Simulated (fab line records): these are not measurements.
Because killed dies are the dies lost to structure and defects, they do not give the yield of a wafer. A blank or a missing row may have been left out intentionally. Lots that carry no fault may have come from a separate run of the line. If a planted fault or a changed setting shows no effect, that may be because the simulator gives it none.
Struck lot and sound lot, side by side ; flow nand_harc ; 15 out of 1159 route steps
Sound: the wafers L372.1, L372.3, L372.4. Struck: wafer L375.2. (L375.4, L375.5 of the same lot were not struck and are left out.) The cause comes at the end.
Order at every step that has rows: each side's tool, ch and its chambers, its first start. Under that, the readings that differ: sound wafers ; struck wafers ; difference of the means ; sigmas: that difference in standard deviations of wafers without a fault.
alike: readings with means less than 2 such deviations apart, plus words and numbers identical on both sides. not compared: withheld readings, readings lacking a value on some wafer, bounds such as >300 that could conceal the same value, and numbers that have no deviation in the record and whose values overlap.
Wherever a step has rows on one side only, a row that says differs or no value, or a row with sigmas, the two part there. Numbers that have no deviation but don't overlap get no sigmas and don't part them. A reading that every wafer of one side lacks parts them only if that side has two wafers or more.

first, 8 steps without rows for these wafers: NHARC_A_BONDPAD_HMDS_02 (time 30 s); NHARC_A_BONDPAD_COAT_33 (time 65 s); NHARC_A_BONDPAD_COAT_03 (resist thk 600 nm); NHARC_A_BONDPAD_SOFTBAKE_04 (time 70 s); NHARC_A_BONDPAD_EBR_05; NHARC_A_BONDPAD_EXPOSE_06 (exposes mask A BPAD); NHARC_A_BONDPAD_PEB_07 (peb time 80 s); NHARC_A_BONDPAD_DEVELOP_08 (time 50 s).
NHARC_A_BONDPAD_CD_MEAS_09: the cd target is 500 nm.
  sound on cd_sem-01 ch 0, day 18 05:40; struck on cd_sem-03 ch 0, day 19 23:13
reading;sound;struck;difference;sigmas
cd_nm (nm);496.9 497.1 495.3;500.6;+4.2;+3
NHARC_A_BONDPAD_OVL_MEAS_35:
  sound on overlay-02 at day 18 05:44; struck on overlay-02 at day 19 23:18
  alike: overlay_x_nm, overlay_y_nm
then, 1 step without rows for these wafers: NHARC_A_BONDPAD_HARDBAKE_10 (time 65 s).
NHARC_A_BONDPAD_DESCUM_11: chemistry O2, time 3 s.
  sound on rie_diel-03 ch 0,1,3, day 18 05:53; struck on rie_diel-07 ch 2, day 19 23:25
reading;sound;struck;difference;sigmas
rf_hours_counter_h (h);1 1 1;9;+8;
  alike: drypump_motor_current_A, o2_flow_sccm, oes_product_au, rf_vpp_V, showerhead_plenum_p_Torr, throttle_valve_pct
NHARC_A_BONDPAD_ETCH_34: etches the open film in N2/H2, target depth 60 nm, overetch 18 nm, time 65.91 s.
  sound on rie_diel-03 ch 1,2,3, day 18 05:57; struck on rie_diel-07 ch 2, day 19 23:30
reading;sound;struck;difference;sigmas
oes_product_au (a.u.);0.993 1.005 1.002;0.860;-0.140;-20
rf_hours_counter_h (h);1 1 1;9;+8;
  alike: bias_w, drypump_motor_current_A, rf_vpp_V, showerhead_plenum_p_Torr, throttle_valve_pct
NHARC_A_BONDPAD_ETCH_12: etches the open film in CHF3/O2, target depth 220 nm, time 110 s.
  sound on rie_diel-03 ch 0,1,2; struck on rie_diel-07 ch 2
reading;sound;struck;difference;sigmas
oes_product_au (a.u.);0.973 0.960 0.977;0.920;-0.050;-2
rf_hours_counter_h (h);1 1 1;9;+8;
  alike: bias_w, drypump_motor_current_A, o2_flow_sccm, rf_vpp_V, showerhead_plenum_p_Torr, throttle_valve_pct
NHARC_END_SORT_01:
  the record has rows for the sound wafers here (prober-02 ch 0, day 20 21:16) and none for the struck ones

WHERE THEY PART
First at NHARC_A_BONDPAD_CD_MEAS_09; last, within this record, at NHARC_END_SORT_01.

WHY: the cause the simulator had injected
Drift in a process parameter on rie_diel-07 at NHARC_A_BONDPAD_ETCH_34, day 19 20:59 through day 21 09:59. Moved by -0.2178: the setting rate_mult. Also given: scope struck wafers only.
